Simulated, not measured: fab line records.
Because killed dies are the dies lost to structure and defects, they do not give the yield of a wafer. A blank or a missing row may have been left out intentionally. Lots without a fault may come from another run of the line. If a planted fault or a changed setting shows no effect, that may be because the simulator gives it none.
Matching of chambers / flow nand harc / NHARC_A_M0_DESCUM_14 on rie diel-05: 4 sister chambers
The step chemistry O2, time 3 s. 4 wafers are shown with their chamber, then 8 later ones without.

== WAFERS PAIRED WITH THEIR CHAMBERS ==
wafer=L335.4; chamber=0; showerhead plenum p Torr (Torr)=1.90
wafer=L341.2; chamber=1; showerhead plenum p Torr (Torr)=1.88
wafer=L341.6; chamber=3; showerhead plenum p Torr (Torr)=1.78
wafer=L343.3; chamber=2; showerhead plenum p Torr (Torr)=1.98

== WAFERS MISSING THEIR CHAMBER ==
wafer=L343.5; showerhead plenum p Torr (Torr)=1.78
wafer=L343.6; showerhead plenum p Torr (Torr)=1.90
wafer=L342.3; showerhead plenum p Torr (Torr)=1.88
wafer=L342.4; showerhead plenum p Torr (Torr)=1.89
wafer=L342.6; showerhead plenum p Torr (Torr)=1.88
wafer=L351.2; showerhead plenum p Torr (Torr)=1.98
wafer=L351.3; showerhead plenum p Torr (Torr)=1.88
wafer=L351.4; showerhead plenum p Torr (Torr)=1.77

== WHICH CHAMBER EACH ONE RAN IN ==
wafer=L343.5; from the rows above=3; in truth=3
wafer=L343.6; from the rows above=0; in truth=0
wafer=L342.3; from the rows above=1; in truth=1
wafer=L342.4; from the rows above=can't be placed: 0 or 1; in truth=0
wafer=L342.6; from the rows above=1; in truth=1
wafer=L351.2; from the rows above=2; in truth=2
wafer=L351.3; from the rows above=1; in truth=1
wafer=L351.4; from the rows above=3; in truth=3
Correctly placed: 7 of 8. From these rows, 1 cannot be placed; in 1 the true chamber is one of the candidates. Placed wrongly: 0.
How it was worked out, from the rows above alone: a wafer's distance from a chamber is the root of the sum, over the readings, of the square of ((its reading less the chamber's mean) divided by the reading's scatter). The wafer belongs to the nearest chamber; if the next one is less than 2 further off, it can't be placed. Each chamber's mean is taken over the wafers shown for it. The scatter: root of mean squared gap, hidden wafer to nearest shown wafer, with one shown wafer a chamber.
